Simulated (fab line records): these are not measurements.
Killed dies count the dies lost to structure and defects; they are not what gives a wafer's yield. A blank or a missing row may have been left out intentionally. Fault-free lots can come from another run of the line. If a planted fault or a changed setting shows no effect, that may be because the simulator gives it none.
Lot-split experiment / flow n5 finfet / 7 lots, 21 wafers read, on a route of 1938 steps

ON THE SPLIT
At N5_BEOL_M2_ETCH_69 (etches SiARC in CF4, target depth 15.6 nm, time 26 s), the setting bias w was moved away from the recipe's 36 W on 6 of the 21 wafers read, by -14.0% to +17.9%. The other wafers ran this setting at the recipe's value.

The reading is taken at the split's own step.

THE READING
rf vpp V, in V, at N5_BEOL_M2_ETCH_69 (etches SiARC in CF4, target depth 15.6 nm, time 26 s). On this fab line, fault-free wafers typically give 184.0 V with a standard deviation of 1.1 V.

wafer=L075.3; tool, chamber at the split=rie diel-03, 1; bias w as run, W=36; against the recipe=recipe; rf vpp V, V=183.2; against lot-mates on the recipe=-
wafer=L075.4; tool, chamber at the split=rie diel-03, 0; bias w as run, W=39.68; against the recipe=+10.2%; rf vpp V, V=196.2; against lot-mates on the recipe=+11.9
wafer=L075.5; tool, chamber at the split=rie diel-03, 3; bias w as run, W=36; against the recipe=recipe; rf vpp V, V=185.4; against lot-mates on the recipe=-
wafer=L077.1; tool, chamber at the split=rie diel-03, 2; bias w as run, W=36; against the recipe=recipe; rf vpp V, V=184.0; against lot-mates on the recipe=-
wafer=L077.3; tool, chamber at the split=rie diel-03, 1; bias w as run, W=33.28; against the recipe=-7.6%; rf vpp V, V=175.5; against lot-mates on the recipe=-8.3
wafer=L077.6; tool, chamber at the split=rie diel-03, 1; bias w as run, W=36; against the recipe=recipe; rf vpp V, V=183.7; against lot-mates on the recipe=-
wafer=L084.2; tool, chamber at the split=rie diel-01, 0; bias w as run, W=36; against the recipe=recipe; rf vpp V, V=185.1; against lot-mates on the recipe=-
wafer=L084.5; tool, chamber at the split=rie diel-01, 0; bias w as run, W=36; against the recipe=recipe; rf vpp V, V=184.9; against lot-mates on the recipe=-
wafer=L084.6; tool, chamber at the split=rie diel-01, 1; bias w as run, W=36; against the recipe=recipe; rf vpp V, V=184.8; against lot-mates on the recipe=-
wafer=L086.1; tool, chamber at the split=rie diel-04, 0; bias w as run, W=30.97; against the recipe=-14.0%; rf vpp V, V=166.8; against lot-mates on the recipe=-16.1
wafer=L086.4; tool, chamber at the split=rie diel-04, 0; bias w as run, W=36; against the recipe=recipe; rf vpp V, V=182.9; against lot-mates on the recipe=-
wafer=L086.6; tool, chamber at the split=rie diel-04, 2; bias w as run, W=30.97; against the recipe=-14.0%; rf vpp V, V=167.7; against lot-mates on the recipe=-15.2
wafer=L087.3; tool, chamber at the split=rie diel-01, 0; bias w as run, W=36; against the recipe=recipe; rf vpp V, V=183.7; against lot-mates on the recipe=-
wafer=L087.4; tool, chamber at the split=rie diel-01, 2; bias w as run, W=36; against the recipe=recipe; rf vpp V, V=184.8; against lot-mates on the recipe=-
wafer=L087.6; tool, chamber at the split=rie diel-01, 3; bias w as run, W=36; against the recipe=recipe; rf vpp V, V=185.8; against lot-mates on the recipe=-
wafer=L091.1; tool, chamber at the split=rie diel-01, 3; bias w as run, W=36; against the recipe=recipe; rf vpp V, V=186.1; against lot-mates on the recipe=-
wafer=L091.3; tool, chamber at the split=rie diel-01, 1; bias w as run, W=42.46; against the recipe=+17.9%; rf vpp V, V=204.5; against lot-mates on the recipe=+18.4
wafer=L091.4; tool, chamber at the split=rie diel-01, 0; bias w as run, W=42.46; against the recipe=+17.9%; rf vpp V, V=203.2; against lot-mates on the recipe=+17.1
wafer=L097.4; tool, chamber at the split=rie diel-04, 0; bias w as run, W=36; against the recipe=recipe; rf vpp V, V=181.7; against lot-mates on the recipe=-
wafer=L097.5; tool, chamber at the split=rie diel-04, 1; bias w as run, W=36; against the recipe=recipe; rf vpp V, V=186.5; against lot-mates on the recipe=-
wafer=L097.6; tool, chamber at the split=rie diel-04, 0; bias w as run, W=36; against the recipe=recipe; rf vpp V, V=183.6; against lot-mates on the recipe=-

FIT RESULTS
A straight line over all 21 wafers: rf vpp V changes by +1.14 V for each +1% of bias w; r = +0.99; the points scatter about the line by 1.2 V.
The same after taking each lot's own level away (the mean of its wafers on the recipe; 21 wafers): +1.05 V for each +1%; r = +0.99; scatter 1.1 V.
Per that fit: largest bias w move, reading shift of 19 V.
From 182.90 to 186.10 V: that is the span of the lots' own levels, equal to 2.9 times the standard deviation above.
The two slopes agree, so the slope changes little with the lot-to-lot level.
Check: with one of the wafers moved furthest among these (+17.9%) left out of the fit, the line predicts +18.9 V for it against its lot-mates. Against them it came out at +18.4 V.
Tool readings at the split's step, against how far the setting was moved: etch rf on time s r = -0.92; rf vpp V r = +0.99.

OTHER SPLITS ON THESE WAFERS
Other splits were also applied to these wafers ahead of the reading. Each is held against what the fit with the lots' levels taken away leaves over:
other split on the same wafers=N5_BEOL_M1_COAT_76 temp c; wafers away from the commonest value=5; r with rf vpp V (lot level and that fit taken away)=-0.44
other split on the same wafers=N5_BEOL_M2_DESCUM_33 time s; wafers away from the commonest value=6; r with rf vpp V (lot level and that fit taken away)=-0.04

THE WHOLE CHAIN: every reading that the file lists as answering this split, in the file's order
step=N5_BEOL_M2_ETCH_69; what it does=etches SiARC in CF4, target depth 15.6 nm, time 26 s; reading=etch rf on time s; change (the file's fit)=withheld for each +1% of the setting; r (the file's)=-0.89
step=N5_BEOL_M2_ETCH_69; what it does=etches SiARC in CF4, target depth 15.6 nm, time 26 s; reading=rf vpp V; change (the file's fit)=+1.06 V for each +1% of the setting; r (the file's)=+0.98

THE FILE'S OWN FIT
rf vpp V changes by +1.06 V for each +1% of bias w, r = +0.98.
